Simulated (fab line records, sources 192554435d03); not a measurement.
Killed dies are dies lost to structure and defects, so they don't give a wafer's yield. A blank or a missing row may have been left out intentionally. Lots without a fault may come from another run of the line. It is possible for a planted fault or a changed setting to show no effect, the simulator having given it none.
fab line records    flow n5-finfet
record: lots: 4  wafers: 12  last-day: 17
route steps=1938 shown BEOL_M2@879 BEOL_M4@1111 PASSIVATION@1936
lots that met no fault: from a run of the same line without faults
start-h: hours from the record's first day to the start of the lot's first wafer shown    wait-h: hours from the lot's prior step to this one    " same as the row above    L1.1+2: one row covering several wafers at once    - no value, or no start given    * or withheld: withheld    < > ~ a bound
route shown NAME@n: a module of which the file shows steps, and the number in the route of the first    usual: mean/standard deviation of fault-free wafers    same: alike in all rows    chamber/n: place in a boat    sites: readings site by site    _std_site: their standard deviation    _edge_site: the outer-site mean with the inner-site mean subtracted    radius-mm: how far each site lies from the wafer's centre    mask NAME#n: copy n    behind: the most recent tool/chamber to have shaped the wafer    hold: cause of the lot's hold/its duration in hours/its outcome    device: whichever transistor did not switch (one of n, p or np)    end of line: tests of these same wafers at the route's end    where a step has no rows: the recipe by itself    killed: count of dies lost to structure and defects at first sort (not the wafer's yield)    map: shows each die of a wafer: x if killed, . if not, _ if none is there
set.NAME: setting as actually run; set.NAME@STEP: the setting as run at that earlier step    model.NAME: the simulator's own value behind a step, which no gauge read
a table for each step, a row for each wafer; lots at some steps of the route
services: when a tool's chamber went out of use (start-h, in hours from the record's first day, below 0 if earlier), for how many hours, and the reason
== steps ==
step: N5_BEOL_M2_DESCUM_33
recipe: chemistry: O2  time-s: 7  source-power-w: 50  bias-power-w: 20  pressure-mtorr: 20  rf-frequency-hz: 2.712e+07  temp-c: 40  resist: CAR-EUV  o2-flow-sccm: 225
step: N5_BEOL_M2_ETCH_77
recipe: chemistry: N2/H2  target: underlayer  target-depth-a: 65  mask-material: CAR-EUV  time-s: 5.2  ion-energy-ev: 200  pressure-mtorr: 30  source-w: 840  bias-w: 150  n2-flow-sccm: 200  h2-flow-sccm: 200  ends: cleared
step: N5_BEOL_M2_ETCH_69
recipe: chemistry: CF4  target: SiARC  target-depth-a: 156  mask-material: CAR-EUV  time-s: 26  ion-energy-ev: 80  pressure-mtorr: 40  source-w: 545  bias-w: 36  Ar_flow_sccm: 100  cf4-flow-sccm: 100  ends: cleared
step: N5_BEOL_M2_ALD_98
recipe: material: SiO2  target-thk-a: 25  temp-c: 100  ald-precursor-family: BDEAS  ald-co-reactant: O2-plasma  pulse-time-s: 1  co-reactant-pulse-time-s: 1  purge-time-s: 2  co-reactant-purge-time-s: 2  ald-cycles: 17  pressure-torr: 2
step: N5_BEOL_M2_ETCHBACK_99
recipe: chemistry: CHF3  target: SiO2  target-depth-a: 50  time-s: 10.4  source-w: 215  bias-w: 47  Ar_flow_sccm: 200  CHF3_flow_sccm: 12  ion-energy-ev: 100  pressure-mtorr: 30
step: N5_BEOL_M2_ETCH_70
recipe: chemistry: N2/H2  target: SOC  target-depth-a: 800  overetch-a: 240  mask-material: SiARC  temp-c: 40  time-s: 130  ion-energy-ev: 200  pressure-mtorr: 30  source-w: 840  bias-w: 150  n2-flow-sccm: 200  h2-flow-sccm: 200
step: N5_BEOL_M2_STRIP_71
recipe: chemistry: N2/H2  temp-c: 40  n2-flow-sccm: 200  h2-flow-sccm: 200  rf-frequency-hz: 6e+07
step: N5_BEOL_M2_STRIP_78
recipe: chemistry: N2/H2  temp-c: 40  n2-flow-sccm: 200  h2-flow-sccm: 200  rf-frequency-hz: 6e+07
step: N5_BEOL_M2_VIA_ETCH_34
recipe: chemistry: C4F6/O2  target-depth-a: 694  mask-material: SOC  pressure-mtorr: 15  ion-energy-ev: 250  taper-deg: 4  time-s: 65.9  source-w: 350  bias-w: 170  Ar_flow_sccm: 300  C4F6_flow_sccm: 10  O2_flow_sccm: 10
step: N5_BEOL_M2_STRIP_83
recipe: chemistry: C4F6/O2  resist: SiARC  rf-frequency-hz: 6e+07
step: N5_BEOL_M2_STRIP_36
recipe: chemistry: N2/H2  power-w: 450  temp-c: 40  pressure-mtorr: 20  rf-frequency-hz: 6e+07  overash-fraction: 0.3  bias-power-w: 7  h2-frac: 0.5  n2-flow-sccm: 200  h2-flow-sccm: 200
step: N5_BEOL_M2_TRENCH_ETCH_37
recipe: chemistry: C4F6/O2  target-depth-a: 555.55  target: SiOC  time-s: 29.2  ion-energy-ev: 250  pressure-mtorr: 30  source-w: 355  bias-w: 185  Ar_flow_sccm: 300  C4F6_flow_sccm: 10  O2_flow_sccm: 10
usual: O2_flow_sccm: 10.002/0.03  drypump-motor-current-A: 5.7/0.46  oes-product-au: 0.81/0.11  rf-fwd-power-W: 349.4/1.9  rf-vpp-V: 663/28  showerhead-plenum-p-Torr: 2.90/0.068  throttle-valve-pct: 20.80/0.25
lot.wafer  tool         chamber  start-h  wait-h  O2_flow_sccm  drypump-motor-current-A  oes-product-au  rf-fwd-power-W  rf-hours-counter-h  rf-vpp-V  showerhead-plenum-p-Torr  throttle-valve-pct  model.etch.depth-nm  model.BEOL_M2.feature-depth-nm
L654.4     rie-diel-04  2        159.98   -       10.002        4.8                      0.68            347.9           -                   685       2.92                      21.21               53.81                53.8
L654.5     "            1        "        "       9.985         5.1                      0.69            349.3           -                   647       2.93                      21.21               53.35                53.4
L654.6     "            0        "        "       10.014        5.9                      0.97            350.3           -                   645       2.80                      20.54               56.82                56.8
L664.3     rie-diel-04  1        224.93   -       9.992         5.1                      0.65            283.7           249                 715       2.91                      21.25               50.78                50.8
L664.4     "            1        "        "       9.985         5.1                      0.64            284.9           -                   714       2.91                      21.23               50.24                50.2
L664.6     "            3        "        "       10.012        5.4                      0.88            280.5           -                   734       2.81                      20.77               52.62                52.6
L666.3     rie-diel-04  3        236.33   -       10.052        5.4                      0.86            280.9           26                  734       2.81                      20.79               52.6                 52.6
L666.4     "            1        "        "       10.036        5.1                      0.64            283.4           -                   715       2.91                      21.24               50.6                 50.6
L666.5     "            0        "        "       10.036        5.9                      0.85            286.3           -                   714       2.78                      20.59               52.8                 52.8
L671.1     rie-diel-05  1        275.49   -       9.975         5.2                      0.94            348.2           26                  682       2.91                      20.73               56.94                57
L671.4     "            0        "        "       10.013        6.1                      0.73            351.1           225                 681       2.91                      20.65               55.3                 55.4
L671.5     "            0        "        "       9.995         6.1                      0.72            350.3           -                   681       2.91                      20.62               54.94                55
step: N5_BEOL_M2_ETCH_41
recipe: chemistry: CH3F/O2  target: SiCN  target-depth-a: 299  taper-deg: 2  time-s: 52.5  ion-energy-ev: 120  mask-material: TiN  pressure-mtorr: 30  source-w: 395  bias-w: 75  Ar_flow_sccm: 150  CH3F_flow_sccm: 30  O2_flow_sccm: 20
step: N5_BEOL_M2_STRIP_97
recipe: chemistry: N2/H2  time-s: 10  power-w: 450  temp-c: 40  pressure-mtorr: 20  rf-frequency-hz: 6e+07  bias-power-w: 7  n2-flow-sccm: 200  h2-flow-sccm: 200
step: N5_BEOL_M2_OCD_MEAS_38
usual: trench-depth-nm: 55.7/1.3
lot.wafer  tool    chamber  start-h  wait-h  trench-depth-nm
L654.4     ocd-02  -        160.13   -       53.6
L654.5     "       -        "        "       53.5
L654.6     "       -        "        "       56.6
L664.3     ocd-02  -        225.08   -       51.3
L664.4     "       -        "        "       49.9
L664.6     "       -        "        "       52.4
L666.3     ocd-01  -        236.49   -       52.5
L666.4     "       -        "        "       51.1
L666.5     "       -        "        "       53.1
L671.1     ocd-01  -        275.64   -       56.8
L671.4     "       -        "        "       55.7
L671.5     "       -        "        "       55.0
step: N5_BEOL_M2_HM_STRIP_39
recipe: chemistry: peroxide-tin-strip  material: TiN  target-depth-a: 250  temp-c: 50  time-s: 158
step: N5_BEOL_M2_SRD_40
recipe: time-s: 30  temp-c: 23  rinse-liquid: diw  dry: ipa-marangoni
step: N5_BEOL_M2_PRECLEAN_42
recipe: chemistry: residue-remover  time-s: 60  temp-c: 40
step: N5_BEOL_M2_SRD_43
recipe: time-s: 30  temp-c: 23  rinse-liquid: diw  dry: ipa-marangoni
step: N5_BEOL_M2_DEGAS_44
recipe: ambient: vacuum  temp-c: 250  time-s: 60
step: N5_BEOL_M2_PRE_CLEAN_45
recipe: gas: H2/He  time-s: 30  temp-c: 250
step: N5_BEOL_M2_ALD_84
recipe: material: TaN  target-thk-a: *  temp-c: 275  ald-precursor-family: PDMAT  ald-co-reactant: NH3  pressure-torr: 3  carrier-flow-sccm: 1500  pulse-time-s: 2  purge-time-s: 3  co-reactant-purge-time-s: 2  co-reactant-pulse-time-s: 3  ald-cycles: 30  precursor-vessel-temp-c: 75  precursor-vessel-pressure-torr: 26.25  precursor-vessel-carrier-sccm: 1000
step: N5_BEOL_M2_SURFACE_TREAT_85
recipe: gas: Ar  time-s: *  ion-energy-ev: *  ion-current-ma-cm2: 0.5  pressure-mtorr: *  ar-flow-sccm: 30
step: N5_BEOL_M2_CVD_47
recipe: material: Co  target-thk-a: 30  temp-c: withheld  precursor: CCTBA/H2  pressure-torr: 30  time-s: 223.8
step: N5_BEOL_M2_SPUTTER_48
recipe: material: Cu  target-thk-a: 45  temp-c: -20  chamber-pressure-pa: 0.07  power-w: withheld  time-s: 8.29
step: N5_BEOL_M2_ANNEAL_49
recipe: temp-c: 400  time-s: 240  ambient: vacuum
step: N5_BEOL_M2_SPUTTER_79
recipe: material: Cu  target-thk-a: 45  temp-c: -20  chamber-pressure-pa: 0.07  power-w: withheld  time-s: 8.29
step: N5_BEOL_M2_ANNEAL_80
recipe: temp-c: 400  time-s: 240  ambient: vacuum
step: N5_BEOL_M2_SPUTTER_81
recipe: material: Cu  target-thk-a: 45  temp-c: -20  chamber-pressure-pa: 0.07  power-w: withheld  time-s: 8.29
step: N5_BEOL_M2_ANNEAL_82
recipe: temp-c: 400  time-s: 240  ambient: vacuum
step: N5_BEOL_M2_SPUTTER_86
recipe: material: Cu  target-thk-a: 45  temp-c: -20  chamber-pressure-pa: 0.07  power-w: withheld  time-s: 8.29
step: N5_BEOL_M2_ANNEAL_87
recipe: temp-c: 400  time-s: 240  ambient: vacuum
step: N5_BEOL_M2_SPUTTER_88
recipe: material: Cu  target-thk-a: 45  temp-c: -20  chamber-pressure-pa: 0.07  power-w: withheld  time-s: 8.29
step: N5_BEOL_M2_ANNEAL_89
recipe: temp-c: 400  time-s: 240  ambient: vacuum
step: N5_BEOL_M2_SPUTTER_90
recipe: material: Cu  target-thk-a: 45  temp-c: -20  chamber-pressure-pa: 0.07  power-w: withheld  time-s: 8.29
step: N5_BEOL_M2_ANNEAL_91
recipe: temp-c: 400  time-s: 240  ambient: vacuum
step: N5_BEOL_M2_SPUTTER_92
recipe: material: Cu  target-thk-a: 45  temp-c: -20  chamber-pressure-pa: 0.07  power-w: withheld  time-s: 8.29
step: N5_BEOL_M2_ANNEAL_93
recipe: temp-c: 400  time-s: 240  ambient: vacuum
step: N5_BEOL_M2_SPUTTER_94
recipe: material: Cu  target-thk-a: 45  temp-c: -20  chamber-pressure-pa: 0.07  power-w: withheld  time-s: 8.29
step: N5_BEOL_M2_ANNEAL_95
recipe: temp-c: 400  time-s: 240  ambient: vacuum
step: N5_BEOL_M2_CMP_52
recipe: stop-on: SiOC  t-overpolish-s: 6.8  down-force-psi: 1  platen-rpm: 50  clearing-platen-down-force-psi: 1.5  clearing-platen-rpm: 50  post-cmp-clean: cu-alkaline  target-thk-nm: 40  clearing-platen-pad-velocity-m-s: 0.99484  pad-velocity-m-s: 0.99484
usual: barrier-field-endpoint-s: 24.4/0.78  clearing-platen-down-force-psi: 1.4996/0.0029  motor-current-A: 6.4/0.68  overpolish-run-s: 6.800/0.0094  time-to-endpoint-s: 61/4.4
lot.wafer  tool    chamber  start-h  wait-h  barrier-field-endpoint-s  clearing-platen-down-force-psi  motor-current-A  overpolish-run-s  time-to-endpoint-s  model.Cu_of_BEOL_M2_ECD_50.thk-nm
L654.4     cmp-01  2        165.04   0.2     24.8                      1.4980                          5.5              6.798             63                  37.4
L654.6     "       1        "        "       24.5                      1.4988                          6.1              6.794             65                  41.8
L654.5     "       2        "        "       24.5                      1.4983                          5.1              6.779             62                  36
L664.3     cmp-01  1        228.44   0.2     24.7                      1.4985                          5.7              6.793             63                  34.8
L664.4     "       0        "        "       23.9                      1.5008                          7.6              6.800             57                  33.4
L664.6     "       2        "        "       24.4                      1.5012                          5.4              6.787             61                  36.4
L666.4     cmp-01  0        240.62   0.1     22.9                      1.5006                          7.3              6.799             52                  32
L666.3     "       3        "        "       24.5                      1.4987                          5.6              6.793             61                  36.6
L666.5     "       0        "        "       23.3                      1.4972                          7.2              6.800             58                  33.6
L671.1     cmp-03  2        278.91   0.3     23.6                      1.4961                          6.6              6.794             54                  40
L671.4     "       1        "        "       25.0                      1.5043                          7.4              6.806             61                  40.6
L671.5     "       2        "        "       23.6                      1.4985                          6.9              6.807             55                  38
step: N5_BEOL_M2_THK_MEAS_53
recipe: thk-meas-gauge: xrf  reads: Cu_of_BEOL_M2_ECD_50
usual: M2_THK: 39.8/2
lot.wafer  tool           chamber  start-h  wait-h  M2_THK[nm]
L654.4     film-metro-02  -        165.30   -       37.7
L654.5     "              -        "        "       36.4
L654.6     "              -        "        "       42.1
L664.3     film-metro-01  -        228.74   -       34.8
L664.4     "              -        "        "       33.6
L664.6     "              -        "        "       36.3
L666.3     film-metro-02  -        240.92   -       37.0
L666.4     "              -        "        "       32.2
L666.5     "              -        "        "       34.0
L671.1     film-metro-02  -        279.20   -       40.5
L671.4     "              -        "        "       40.8
L671.5     "              -        "        "       38.4
step: N5_BEOL_M2_RS_MEAS_58
recipe: thk-meas-gauge: four-point-probe  reads: Co_of_BEOL_M2_CO_CAP_55+Cu_of_BEOL_M2_ECD_50+Co_of_BEOL_M2_CVD_47+TaN_of_BEOL_M2_ALD_84
usual: M2_RS: 0.68/0.046
lot.wafer  tool           chamber  start-h  wait-h  M2_RS[ohm/sq]
L654.4     film-metro-02  -        165.56   0.0     0.73
L654.5     "              -        "        "       0.76
L654.6     "              -        "        "       0.63
L664.3     film-metro-01  -        229.02   0.1     0.80
L664.4     "              -        "        "       0.84
L664.6     "              -        "        "       0.76
L666.3     film-metro-02  -        241.19   0.1     0.75
L666.4     "              -        "        "       0.89
L666.5     "              -        "        "       0.84
L671.1     film-metro-02  -        279.46   0.0     0.67
L671.4     "              -        "        "       0.66
L671.5     "              -        "        "       0.72
step: N5_BEOL_M4_RC_MEAS_101
usual: DIBL_N: 37.5/2  DIBL_P: 37.5/2.5  IOFF_N: 0.18/0.042  IOFF_P: 0.24/0.046  ION_N: 677/15  ION_P: 464/9.5  SS_N: 72.0/0.76  SS_P: 73.6/0.79  VT_N: 249/3.5  VT_P: -249/3.2
lot.wafer  tool       chamber  start-h  wait-h  DIBL_N[mV/V]  DIBL_P[mV/V]  IOFF_N[nA/um]  IOFF_P[nA/um]  ION_N[uA/um]  ION_P[uA/um]  SS_N[mV/dec]  SS_P[mV/dec]  VT_N[mV]  VT_P[mV]
L654.4     prober-01  0        195.50   0.5     39.9          41.6          0.27           0.35           674           451           73.4          75.9          244       -248
L654.5     "          0        "        "       38.8          38.5          0.25           0.25           688           461           73.1          73.8          245       -249
L654.6     "          0        "        "       34.3          35.8          0.15           0.19           687           469           71.6          73.0          251       -252
L664.3     prober-01  0        248.52   0.3     39.5          39.5          0.21           0.27           694           472           72.1          73.6          245       -245
L664.4     "          0        "        "       35.8          34.5          0.14           0.19           670           461           71.5          73.6          251       -251
L664.6     "          0        "        "       39.7          40.4          0.23           0.30           692           472           71.9          74.5          245       -247
L666.3     prober-01  0        267.09   0.3     38.3          39.4          0.21           0.27           678           468           71.9          74.3          247       -248
L666.4     "          0        "        "       35.8          36.5          0.16           0.22           679           473           71.4          73.4          251       -251
L666.5     "          0        "        "       32.1          31.8          0.11           0.16           666           470           70.4          72.3          254       -256
L671.1     prober-01  0        305.25   0.0     39.0          37.2          0.21           0.22           659           448           72.9          74.2          250       -253
L671.4     "          0        "        "       37.8          37.0          0.19           0.22           703           469           72.0          73.6          248       -250
L671.5     "          0        "        "       37.5          37.1          0.18           0.21           693           473           71.9          73.5          246       -253
step: N5_PASSIVATION_PROBE_49
usual: defect-limited-yield: 91.8/1.5  killed_at_M0_to_M3: 33/11  killed_at_M4_up: 13/5  killed-at-contacts: 11/5.6  killed-at-front-end: 36/12  killed-at-other: 3.4/2.5  killed-dies: 97/18  killed-open: 64/13  killed-short: 31/6.9  sort_bin_4_leakage: 0.01/0.048  sort_bin_5_function: 4.8/1  sort_bin_6_memory: 3.1/0.64  sort_bin_8_speed: 0.00/0.014  sort-n-pass: 1083/18  sort-yield-pct: 91.8/1.5
same: gross-dies: 1180  killed-at-back-side: 0
lot.wafer  tool       chamber  start-h  wait-h  defect-limited-yield[%]  killed_at_M0_to_M3  killed_at_M4_up  killed-at-contacts  killed-at-front-end  killed-at-other  killed-dies  killed-open  killed-short  sort_bin_4_leakage[%]  sort_bin_5_function[%]  sort_bin_6_memory[%]  sort_bin_8_speed[%]  sort-n-pass  sort-yield-pct[%]
L664.3     prober-02  -        352.75   0.1     90.1                     42                  14               7                   53                   1                117          82           35            0                      5.8                     3.6                   0                    1063         90.1
L664.4     prober-02  -        352.80   0.2     86.4                     44                  15               6                   93                   2                160          119          38            0                      7.5                     5.6                   0.08                 1020         86.4
L664.6     prober-02  -        352.90   0.3     88.4                     34                  20               3                   73                   7                137          92           41            0                      6.2                     5.0                   0                    1043         88.4
L671.1     prober-02  -        409.38   0.0     93.8                     16                  20               6                   27                   4                73           51           22            0                      3.6                     2.6                   0                    1107         93.8
L671.4     prober-02  -        409.53   0.2     91.9                     34                  16               10                  33                   2                95           68           27            0                      4.2                     3.6                   0                    1085         91.9
L671.5     prober-02  -        409.58   0.2     91.6                     36                  13               20                  28                   2                99           69           29            0                      4.2                     3.6                   0                    1081         91.6
killed by level:class
L664.3 STI_FIN_REVEAL:geometric-particle:open=13 FIN_SAQP:geometric-particle:open=13 FIN_SAQP:geometric-particle:short=12 BEOL_M0_SAQP:geometric-particle:open=9 BEOL_M3:geometric-particle:open=9 BEOL_M4:geometric-particle:open=8 MOL_CONTACT_COAG:geometric-particle:open=7 BEOL_M0_SAQP:geometric-particle:short=7
L664.4 FIN_SAQP:geometric-particle:open=40 FIN_SAQP:geometric-particle:short=12 GATE_CUT:geometric-particle:open=11 BEOL_M2:geometric-particle:open=11 BEOL_M0_SAQP:geometric-particle:open=9 DUMMY_GATE:geometric-particle:open=8 GATE_CUT:geometric-particle:short=8 BEOL_M1:geometric-particle:open=7
L664.6 STI_FIN_REVEAL:geometric-particle:open=25 FIN_SAQP:geometric-particle:open=16 BEOL_M4:geometric-particle:open=10 FIN_SAQP:geometric-particle:short=9 GATE_CUT:geometric-particle:short=8 BEOL_M0_SAQP:geometric-particle:open=6 BEOL_M3:geometric-particle:open=6 DUMMY_GATE:geometric-particle:open=5
L671.1 BEOL_M4:geometric-particle:open=9 STI_FIN_REVEAL:geometric-particle:open=7 BEOL_M0_SAQP:geometric-particle:open=7 FIN_SAQP:geometric-particle:short=5 FIN_SAQP:geometric-particle:open=5 MOL_CONTACT_COAG:geometric-particle:open=4 BEOL_M3:geometric-particle:open=4 DUMMY_GATE:geometric-particle:open=3
L671.4 BEOL_M3:geometric-particle:open=18 BEOL_M4:geometric-particle:open=11 DUMMY_GATE:geometric-particle:open=7 MOL_CONTACT_COAG:geometric-particle:open=7 STI_FIN_REVEAL:geometric-particle:open=6 BEOL_M2:geometric-particle:open=5 FIN_SAQP:geometric-particle:short=4 BEOL_M0_SAQP:geometric-particle:short=4
L671.5 MOL_CONTACT_COAG:geometric-particle:open=16 BEOL_M0_SAQP:geometric-particle:open=10 BEOL_M0_SAQP:geometric-particle:short=9 STI_FIN_REVEAL:geometric-particle:open=7 DUMMY_GATE:geometric-particle:open=6 MOL_CONTACT_COAG:geometric-particle:short=4 BEOL_M2:geometric-particle:open=4 BEOL_M3:geometric-particle:open=4
== services ==
tool         chamber  start-h  hours  kind
cmp-03       -        136.48   0.7    repair
cmp-01       -        144.82   1.6    repair
rie-diel-04  3        148.63   -      clean
rie-diel-04  3        148.63   -      consumable-replace:focus-ring
rie-diel-04  3        148.63   22.8   scheduled-down
rie-diel-04  3        148.63   22.8   vent-cycle
cmp-03       -        167.76   4.0    pm
cmp-01       -        171.34   4.0    pm
cmp-03       -        171.76   -      consumable-replace:conditioner
cmp-03       -        171.76   -      consumable-replace:pad
cmp-01       -        175.34   -      consumable-replace:conditioner
cmp-01       -        175.34   -      consumable-replace:pad
cmp-01       -        211.66   0.2    repair
rie-diel-04  2        217.90   5.7    repair
rie-diel-04  2        223.62   -      clean
rie-diel-04  2        223.62   -      consumable-replace:focus-ring
rie-diel-04  2        223.62   14.5   scheduled-down
rie-diel-04  2        223.62   14.5   vent-cycle
rie-diel-05  0        230.90   5.1    repair
rie-diel-04  1        238.23   -      clean
rie-diel-04  1        238.23   -      consumable-replace:focus-ring
rie-diel-04  1        238.23   16.5   scheduled-down
rie-diel-04  1        238.23   16.5   vent-cycle
cmp-01       -        260.34   2.1    repair
== key ==
first-sign: step: N5_BEOL_M2_TRENCH_ETCH_37  reading: rf-fwd-power-W  direction: down  sigmas: 35  usual: *  struck: *
effect: step: N5_BEOL_M2_TRENCH_ETCH_37  reading: rf-vpp-V  direction: up  sigmas: 2  usual: 663  struck: 721
effect: step: N5_BEOL_M2_OCD_MEAS_38  reading: trench-depth-nm  direction: down  sigmas: 3  usual: 55.7  struck: 51.7
effect: step: N5_BEOL_M2_THK_MEAS_53  reading: M2_THK  direction: down  sigmas: 2.6  usual: 39.8  struck: 34.7
effect: step: N5_BEOL_M2_RS_MEAS_58  reading: M2_RS  direction: up  sigmas: 2.9  usual: 0.68  struck: 0.81
model-effect: step: N5_BEOL_M2_TRENCH_ETCH_37  value: etch.depth-nm  without: 55.73  struck: 51.61
model-effect: step: N5_BEOL_M2_CMP_52  value: Cu_of_BEOL_M2_ECD_50.thk-nm  without: 38.6  struck: 34.47
met-at N5_BEOL_M2_TRENCH_ETCH_37
struck-wafers L664.3,L664.4,L664.6,L666.3,L666.4,L666.5
rows-end L666.3,L666.4,L666.5
onset-between 159.98 224.93
fault: kind: process-parameter-drift  tool: rie-diel-04  chamber: -  onset-h: 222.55  steps: N5_BEOL_M2_TRENCH_ETCH_37  channel: source-w  offset: -63.9  shape: step  acts-in: these-recipes-only  stated: 355
rows-end: these wafers met a further fault down the route, and their rows from its step on are left out
